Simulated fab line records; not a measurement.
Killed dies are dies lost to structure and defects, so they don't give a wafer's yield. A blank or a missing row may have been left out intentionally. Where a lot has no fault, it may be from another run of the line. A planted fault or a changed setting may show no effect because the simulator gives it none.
Which tool did it? / flow nand_harc / Sampling: 7 lots, 21 wafers, 2 of 1302 route steps

WHAT EACH GAUGE READ, for each wafer
NHARC_A_ONON_D1_THK_MEAS_24: measures by ellipsometry.
lot=L279; measured=day 9 04:53; on=film_metro-02; thk_nm (nm)=1012 1009 1010
lot=L280; measured=day 9 23:24; on=film_metro-01; thk_nm (nm)=1008 1006 1006
lot=L283; measured=day 11 08:22; on=film_metro-02; thk_nm (nm)=981 982 982
lot=L285; measured=day 12 02:11; on=film_metro-01; thk_nm (nm)=990 991 989
lot=L286; measured=day 12 11:02; on=film_metro-01; thk_nm (nm)=987 988 988
lot=L293; measured=day 15 22:34; on=film_metro-02; thk_nm (nm)=1195 1196 1014
lot=L297; measured=day 17 06:52; on=film_metro-02; thk_nm (nm)=1004 1004 1003

WHICH TOOL RAN EACH LOT (tool, then ch and the chambers of the sampled wafers, then the start)
lot=L279; NHARC_A_ONON_D1_DEP_22=pecvd_onon-04 ch 0, day 9 04:23
lot=L280; NHARC_A_ONON_D1_DEP_22=pecvd_onon-01 ch 0, day 9 22:56
lot=L283; NHARC_A_ONON_D1_DEP_22=pecvd_onon-01 ch 0, day 11 07:54
lot=L285; NHARC_A_ONON_D1_DEP_22=pecvd_onon-02 ch 0, day 12 01:41
lot=L286; NHARC_A_ONON_D1_DEP_22=pecvd_onon-02 ch 0, day 12 10:31
lot=L293; NHARC_A_ONON_D1_DEP_22=pecvd_onon-01 ch 0, day 15 22:07
lot=L297; NHARC_A_ONON_D1_DEP_22=pecvd_onon-04 ch 0, day 17 06:22
- NHARC_A_ONON_D1_DEP_22: target thk 1000 nm.

THE ANSWER, worked out from the rows above alone
Rule: the lots themselves supply what counts as usual. The widest of any qualifying gaps counts: lots, ordered by their means at a reading, are off when they make up no more than a third of the lots, leave a main group of 4 or more, and stand apart from it by 3 or more times the standard deviation of that group's means. A main group is skipped when, at the precision printed for the reading in the tables above, its means are all equal. A lot without any number at a reading at which 4 lots or more have one is off too. Where the step has rows for the other lots, those lots are counted as sound.
Off at NHARC_A_ONON_D1_THK_MEAS_24 (thk_nm): L293. Main group: mean 997 nm, sd 11.
A tool fits if, at a process step before that reading, it ran every lot that is off, and no sound lot after the first of them. The gauges at NHARC_A_ONON_D1_THK_MEAS_24 are tried like those tools. One fits: NHARC_A_ONON_D1_DEP_22 on pecvd_onon-01. Its last sound lot is L283 (day 11 07:54), its first lot that is off L293 (day 15 22:07): a fault that began between those two fits.

WHAT THE SIMULATOR PUT IN
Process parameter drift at NHARC_A_ONON_D1_DEP_22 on pecvd_onon-01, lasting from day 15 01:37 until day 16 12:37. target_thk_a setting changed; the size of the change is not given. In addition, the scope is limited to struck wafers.
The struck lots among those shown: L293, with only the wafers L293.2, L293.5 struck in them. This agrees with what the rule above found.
